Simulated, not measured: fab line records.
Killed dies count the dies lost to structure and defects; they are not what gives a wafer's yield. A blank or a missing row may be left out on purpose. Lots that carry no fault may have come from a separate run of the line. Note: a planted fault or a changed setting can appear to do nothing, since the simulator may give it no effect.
A lot that was struck, set against a sound lot    flow n5 finfet    13 out of 1938 route steps
Sound: wafers L502.3, L502.4, L502.5. Struck: wafer L506.1 (left out: L506.6, a lot-mate that was not struck); the cause follows at the end.
At each step with rows: each side's tool, then ch and its chambers, then its first start. Under that, the readings that differ: sound wafers    struck wafers    difference of the means    sigmas: that difference in standard deviations of wafers without a fault.
alike: readings whose means differ by less than 2 such deviations, and words and numbers that are the same on both sides. not compared: withheld readings, readings that some wafer has no value for, bounds like >300 that may hide the same value, and numbers for which the record gives no deviation and whose values overlap.
The two part at a step that has a row with sigmas, a row that says differs or no value, or rows on one side only. When numbers do not overlap yet have no deviation, they are printed without sigmas and do not part them. Lack of a reading on every wafer of one side parts them only where that side has two or more wafers.

N5_HKMG_FIN_CMP_94: polishes, stops on SiNx, t overpolish 4.7 s, target thk 43.299 nm.
  sound on cmp-01 ch 1,2,3, day 6 11:32; struck on cmp-03 ch 3, day 7 15:57
  alike: motor current A, retaining ring pressure frac
N5_HKMG_FIN_INSPECT_28: inspects for defects (darkfield).
  struck on defect inspect-01, day 7 16:05; sound on defect inspect-02, day 6 11:46
  alike: raw defect count
then, 1 step without rows for these wafers: N5_GATE_CUT_ETCHBACK_00 (etches W in SF6/Cl2).
N5_GATE_CUT_ETCH_56: etches TiN in Cl2/Ar, target depth 21.6 nm.
  sound on rie metal-03 ch 0,1, day 6 11:57; struck on rie metal-03 ch 0, day 7 16:14
reading                 sound  struck  difference                    sigmas
rf hours counter h (h)  - - -  99      no value on the sound wafers  
  alike: drypump motor current A, he backside leak sccm, oes product au, throttle valve pct
then, 1 step without rows for these wafers: N5_GATE_CUT_ETCHBACK_30 (etches TiN in Cl2/Ar, target depth 3 nm).
N5_GATE_CUT_VAPOR_ETCH_60: etches HfO2 in BCl3/Cl2.
  sound on rie metal-03 ch 0,1, day 6 12:03; struck on rie metal-03 ch 0, day 7 16:22
  alike: drypump motor current A, he backside leak sccm, oes product au
N5_GATE_CUT_ETCH_58: etches SiNx in CH3F/O2, target depth 17 nm, time 128.6 s.
  sound on rie diel-01 ch 2,3, day 6 12:05; struck on rie diel-01 ch 2, day 7 16:25
  alike: drypump motor current A, oes product au, rf vpp V, showerhead plenum p Torr, throttle valve pct
  not compared: rf hours counter h
then, 3 steps without rows for these wafers: N5_GATE_CUT_STRIP_59 (strips in N2/H2, time 20 s); N5_GATE_CUT_PRECLEAN_31 (cleans in DIW, time 300 s); N5_GATE_CUT_SRD_32 (time 30 s).
N5_GATE_CUT_SAC_CAP_01: material SiNx, target thk 24 nm, pulse time 1 s, ald cycles 480.
  sound on ald sin-01 ch 0,1,3, day 6 12:25; struck on ald sin-03 ch 0, day 7 16:49
  alike: heater power w, precursor pulse height rel
N5_GATE_CUT_PECVD_57: deposits SiNx from SiH4/NH3/N2, target thk 21 nm.
  sound on pecvd-03 ch 0,2, day 6 14:37; struck on pecvd-04 ch 1, day 7 19:01
reading                                      sound           struck  difference  sigmas
model.SiNx_of_GATE_CUT_PECVD_57.thk nm (nm)  20.4 21.2 20.8  33.4    +12.6       
  alike: heater power w, showerhead plenum p Torr, throttle valve pct
N5_GATE_CUT_CMP_02: polishes, stops on SiO2, t overpolish 12.7 s, target thk 0 nm.
  sound on cmp-01 ch 0,3, day 6 14:41; struck on cmp-01 ch 2, day 7 19:12
reading                 sound           struck  difference  sigmas
time to endpoint s (s)  24.2 29.9 26.2  35.1    +8.3        +3
  alike: motor current A, retaining ring pressure frac

## WHERE THEY PART
Last at N5_GATE_CUT_CMP_02 as far as this record goes, first at N5_GATE_CUT_ETCH_56.

WHY: what the simulator had put in
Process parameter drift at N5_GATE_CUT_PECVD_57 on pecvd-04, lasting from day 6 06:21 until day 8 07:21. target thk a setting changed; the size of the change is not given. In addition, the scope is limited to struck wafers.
